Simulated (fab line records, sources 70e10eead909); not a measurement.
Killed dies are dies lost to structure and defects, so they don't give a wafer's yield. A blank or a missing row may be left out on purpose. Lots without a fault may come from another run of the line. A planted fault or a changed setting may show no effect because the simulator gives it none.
fab line records | flow nand_harc
record lots=13 wafers=39 last_day=34
route steps=1302 shown P_GATE@151
lots that met no fault: from a run of the same line without faults
start_h: hours from the record's first day to the start of the lot's first wafer shown | wait_h: hours since the lot's step before | " the same as in the row above | L1.1+2: a row that stands for several wafers | - no value, or no start given | * or withheld: withheld | < > ~ a bound
route shown NAME@n: a module of which the file shows steps, and the number in the route of the first | usual: mean/standard deviation of fault-free wafers | same: alike in all rows | chamber/n: place in a boat | sites: the reading at each site | _std_site: their standard deviation | _edge_site: outer sites' mean less inner sites' | radius_mm: how far each site lies from the wafer's centre | mask NAME#n: copy n | behind: the tool/chamber that last shaped the wafer | hold: why the lot was held/for how many hours/how that ended | device: the transistor (n, p or np) that didn't switch | end of line: the same wafers' tests at the end of the route | a step without rows: its recipe alone | killed: dies lost to structure and defects at the first sort, not the wafer's yield | map: a wafer's dies, x killed, . not, _ none there
set.NAME: the setting as run; set.NAME@STEP: as run at that earlier step | model.NAME: the simulator's own value behind a step, which no gauge read
steps of the route over a sample of lots; a table a step, a row a wafer
services: from which hour (start_h, from the record's first day; less than 0 if before it) a tool's chamber was out of use, for how many hours, and why
## steps
# step NHARC_P_GATE_CD_MEAS_33
# usual cd_nm=120.2/2.3
# columns lot.wafer tool chamber start_h wait_h cd_nm
L518.2 cd_sem-01 - 97.50 - 119.0
L518.3 " - " " 121.6
L518.4 " - " " 119.8
L519.1 cd_sem-02 - 107.99 - 116.8
L519.2 " - " " 123.0
L519.5 " - " " 119.7
L521.3 cd_sem-01 - 122.25 - 116.5
L521.4 " - " " 121.8
L521.5 " - " " 120.0
L522.4 cd_sem-01 - 140.80 - 121.5
L522.5 " - " " 116.0
L522.6 " - " " 122.4
L523.1 cd_sem-01 - 146.33 - 123.9
L523.2 " - " " 117.6
L523.4 " - " " 119.1
L524.3 cd_sem-01 - 157.70 - 116.6
L524.4 " - " " 119.6
L524.6 " - " " 119.4
L525.1 cd_sem-01 - 162.45 - 124.6
L525.2 " - " " 122.4
L525.5 " - " " 121.8
L528.1 cd_sem-01 - 201.48 - 118.4
L528.3 " - " " 120.9
L528.6 " - " " 117.6
L530.4 cd_sem-02 - 218.71 - 121.9
L530.5 " - " " 118.2
L530.6 " - " " 121.2
L532.2 cd_sem-02 - 246.28 - 121.8
L532.3 " - " " 117.2
L532.5 " - " " 115.6
L535.1 cd_sem-03 - 271.58 - 118.9
L535.3 " - " " 117.7
L535.5 " - " " 121.4
L536.1 cd_sem-02 - 273.75 - 120.7
L536.3 " - " " 119.5
L536.5 " - " " 119.4
L541.3 cd_sem-02 - 333.65 - 120.3
L541.4 " - " " 124.7
L541.5 " - " " 121.3
# step NHARC_P_GATE_EXPOSE_88
# recipe na=0.6 target_cd_nm=2000 dose_mj=11.87 mask_id=P_HVN
# same na=0.6
# columns lot.wafer tool chamber start_h wait_h mask
L518.2+3+4 krf_scanner-04 0 111.76 - P_HVN#0
L519.1+2+5 krf_scanner-04 0 122.03 - P_HVN#0
L521.3+4+5 krf_scanner-01 0 136.57 - P_HVN#0
L522.4+5+6 krf_scanner-03 0 154.95 - P_HVN#0
L523.1+2+4 krf_scanner-03 0 160.64 - P_HVN#0
L524.3+4+6 krf_scanner-01 0 171.92 - P_HVN#0
L525.1+2+5 krf_scanner-01 0 176.82 - P_HVN#0
L528.1+3+6 krf_scanner-01 0 215.74 - P_HVN#0
L530.4+5+6 krf_scanner-04 0 233.26 - P_HVN#0
L532.2+3+5 krf_scanner-04 0 260.35 - P_HVN_R1#0
L535.1+3+5 krf_scanner-03 0 285.87 - P_HVN#0
L536.1+3+5 krf_scanner-01 0 287.79 - P_HVN#0
L541.3+4+5 krf_scanner-04 0 347.98 - P_HVN#0
# step NHARC_P_GATE_CD_MEAS_91
# recipe target_cd_nm=2000 landing_energy_ev=500
# usual cd_nm=2000.3/2.1
# columns lot.wafer tool chamber start_h wait_h cd_nm
L518.2 cd_sem-03 0 111.91 - 2000.2
L518.3 " 0 " " 2002.6
L518.4 " 0 " " 2003.5
L519.1 cd_sem-03 0 122.18 - 2003.8
L519.2 " 0 " " 2000.8
L519.5 " 0 " " 2001.6
L521.3 cd_sem-02 0 136.72 - 1998.7
L521.4 " 0 " " 1999.5
L521.5 " 0 " " 2000.0
L522.4 cd_sem-01 0 155.10 - 2000.2
L522.5 " 0 " " 2002.7
L522.6 " 0 " " 2002.1
L523.1 cd_sem-03 0 160.79 - 2002.9
L523.2 " 0 " " 1999.5
L523.4 " 0 " " 1997.4
L524.3 cd_sem-01 0 172.07 - 2001.6
L524.4 " 0 " " 2000.8
L524.6 " 0 " " 1998.7
L525.1 cd_sem-01 0 176.97 - 1998.6
L525.2 " 0 " " 1999.9
L525.5 " 0 " " 1999.7
L528.1 cd_sem-02 0 215.90 - 1998.0
L528.3 " 0 " " 2001.3
L528.6 " 0 " " 1999.2
L530.4 cd_sem-01 0 233.41 - 1996.8
L530.5 " 0 " " 1999.4
L530.6 " 0 " " 1999.1
L532.2 cd_sem-03 0 260.50 - 2068.8
L532.3 " 0 " " 2065.4
L532.5 " 0 " " 2066.9
L535.1 cd_sem-02 0 286.03 - 1998.3
L535.3 " 0 " " 1999.7
L535.5 " 0 " " 1998.9
L536.1 cd_sem-03 0 287.96 - 1998.1
L536.3 " 0 " " 2000.5
L536.5 " 0 " " 2002.4
L541.3 cd_sem-03 0 348.13 - 2000.6
L541.4 " 0 " " 2002.1
L541.5 " 0 " " 2003.8
# step NHARC_P_GATE_RTA_64
# recipe temp_c=1050 time_s=1
# usual lamp_power_pct=41.7/1.5 lamp_zone_2_pct=41.7/1.5 wafer_temp_C_max=1054.5/1.9
# columns lot.wafer tool chamber start_h wait_h lamp_power_pct lamp_zone_2_pct wafer_temp_C_max
L518.2 rtp_anneal-02 0 113.74 - 43.2 43.1 1052.0
L518.3 " 0 " " 43.1 43.2 1052.8
L518.4 " 0 " " 43.1 43.1 1052.2
L519.1 rtp_anneal-02 0 123.99 - 43.2 43.1 1053.9
L519.2 " 0 " " 43.1 43.2 1053.6
L519.5 " 0 " " 43.1 43.1 1053.6
L521.3 rtp_anneal-01 0 138.58 - 40.1 40.1 1055.5
L521.4 " 0 " " 40.0 40.0 1055.8
L521.5 " 0 " " 40.0 40.1 1057.0
L522.4 rtp_anneal-01 0 156.99 - 40.1 40.0 1055.7
L522.5 " 0 " " 40.1 40.0 1053.7
L522.6 " 0 " " 40.1 40.0 1056.1
L523.1 rtp_anneal-02 0 162.66 - 43.2 43.1 1053.0
L523.2 " 0 " " 43.1 43.1 1053.0
L523.4 " 0 " " 43.2 43.1 1053.1
L524.3 rtp_anneal-01 0 173.92 - 40.1 40.1 1058.4
L524.4 " 0 " " 40.1 40.1 1055.4
L524.6 " 0 " " 40.2 40.1 1058.0
L525.1 rtp_anneal-01 0 178.80 - 40.1 40.1 1055.7
L525.2 " 0 " " 40.2 40.1 1059.4
L525.5 " 0 " " 40.1 40.1 1056.3
L528.1 rtp_anneal-02 0 217.71 - 43.2 43.1 1052.3
L528.3 " 0 " " 43.1 43.1 1052.8
L528.6 " 0 " " 43.1 43.1 1052.6
L530.4 rtp_anneal-02 0 235.49 - 43.2 43.1 1052.8
L530.5 " 0 " " 43.1 43.2 1053.7
L530.6 " 0 " " 43.1 43.1 1053.0
L532.2 rtp_anneal-02 0 262.51 - 43.0 43.1 1052.3
L532.3 " 0 " " 43.1 43.1 1052.7
L532.5 " 0 " " 43.0 43.0 1052.0
L535.1 rtp_anneal-02 0 287.85 - 43.1 43.2 1052.6
L535.3 " 0 " " 43.1 43.1 1052.6
L535.5 " 0 " " 43.1 43.1 1052.9
L536.1 rtp_anneal-01 0 289.77 - 40.1 40.1 1055.6
L536.3 " 0 " " 40.1 40.0 1058.0
L536.5 " 0 " " 40.1 40.1 1057.6
L541.3 rtp_anneal-02 0 350.00 - 43.1 43.1 1054.3
L541.4 " 0 " " 43.2 43.1 1054.0
L541.5 " 0 " " 43.1 43.2 1053.5
# step NHARC_P_GATE_RTA_82
# recipe temp_c=450 time_s=30
# usual lamp_power_pct=4.83/0.17 lamp_zone_2_pct=4.83/0.17 wafer_temp_C_max=452.2/0.8
# columns lot.wafer tool chamber start_h wait_h lamp_power_pct lamp_zone_2_pct wafer_temp_C_max
L518.2 rtp_anneal-01 0 114.80 - 4.69 4.69 452.6
L518.3 " 0 " " 4.70 4.69 452.6
L518.4 " 0 " " 4.69 4.70 452.9
L519.1 rtp_anneal-01 0 125.08 - 4.69 4.69 452.9
L519.2 " 0 " " 4.69 4.69 452.5
L519.5 " 0 " " 4.70 4.70 452.7
L521.3 rtp_anneal-01 0 139.64 - 4.69 4.70 452.3
L521.4 " 0 " " 4.70 4.70 453.0
L521.5 " 0 " " 4.69 4.70 452.4
L522.4 rtp_anneal-01 0 158.14 - 4.70 4.70 452.7
L522.5 " 0 " " 4.70 4.69 452.5
L522.6 " 0 " " 4.70 4.70 452.3
L523.1 rtp_anneal-01 0 163.77 - 4.70 4.69 452.4
L523.2 " 0 " " 4.69 4.69 452.7
L523.4 " 0 " " 4.70 4.69 453.4
L524.3 rtp_anneal-02 0 174.98 - 5.04 5.04 451.2
L524.4 " 0 " " 5.05 5.05 451.1
L524.6 " 0 " " 5.05 5.04 451.1
L525.1 rtp_anneal-02 0 179.89 - 5.04 5.05 451.4
L525.2 " 0 " " 5.05 5.05 451.5
L525.5 " 0 " " 5.05 5.05 450.6
L528.1 rtp_anneal-01 0 218.81 - 4.70 4.70 452.6
L528.3 " 0 " " 4.69 4.70 452.5
L528.6 " 0 " " 4.70 4.70 452.1
L530.4 rtp_anneal-01 0 236.89 - 4.69 4.70 453.3
L530.5 " 0 " " 4.70 4.69 452.0
L530.6 " 0 " " 4.69 4.69 453.1
L532.2 rtp_anneal-01 0 263.57 - 4.69 4.69 452.5
L532.3 " 0 " " 4.69 4.69 452.4
L532.5 " 0 " " 4.69 4.69 452.9
L535.1 rtp_anneal-01 0 288.91 - 4.69 4.69 451.8
L535.3 " 0 " " 4.70 4.70 452.2
L535.5 " 0 " " 4.69 4.70 452.3
L536.1 rtp_anneal-02 0 290.83 - 5.05 5.06 451.0
L536.3 " 0 " " 5.05 5.05 451.5
L536.5 " 0 " " 5.04 5.05 451.9
L541.3 rtp_anneal-02 0 351.05 - 5.04 5.05 450.8
L541.4 " 0 " " 5.05 5.05 450.8
L541.5 " 0 " " 5.05 5.04 451.2
## services
# columns tool chamber start_h hours kind
krf_scanner-04 - 109.23 1.0 repair
krf_scanner-01 - 140.00 4.0 pm
krf_scanner-04 0 156.69 - calibration
krf_scanner-04 - 182.00 4.0 pm
krf_scanner-01 0 219.41 - calibration
krf_scanner-03 - 224.00 4.0 pm
krf_scanner-04 - 254.81 1.4 repair
krf_scanner-03 - 275.49 0.1 repair
krf_scanner-01 - 312.00 4.0 pm
krf_scanner-04 0 327.22 - calibration
krf_scanner-01 - 338.33 10.1 repair
## key
first_sign step=NHARC_P_GATE_EXPOSE_88 reading=mask direction=changed
effect step=NHARC_P_GATE_CD_MEAS_91 reading=cd_nm direction=up sigmas=31 usual=2000.3 struck=2067.0
met_at NHARC_P_GATE_EXPOSE_88
struck_lots L532
tester_left_out L532
not_acting_at NHARC_P_GATE_CD_MEAS_33,NHARC_P_GATE_RTA_64,NHARC_P_GATE_RTA_82
onset_between 233.26 260.35
fault kind=wrong_mask tool=any chamber=- onset_h=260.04 steps=NHARC_P_GATE_EXPOSE_88 aux_copy=P_HVN_R1#0 cd_offset_nm=68.114 scope=struck_lots_only
# tester_left_out: of these lots the tester's yield and bins aren't shown, on N5 and GAA mostly nor the transistor test; their killed dies are dies lost to structure and defects alone, not to doping, threshold or leakage, so they don't give the yield
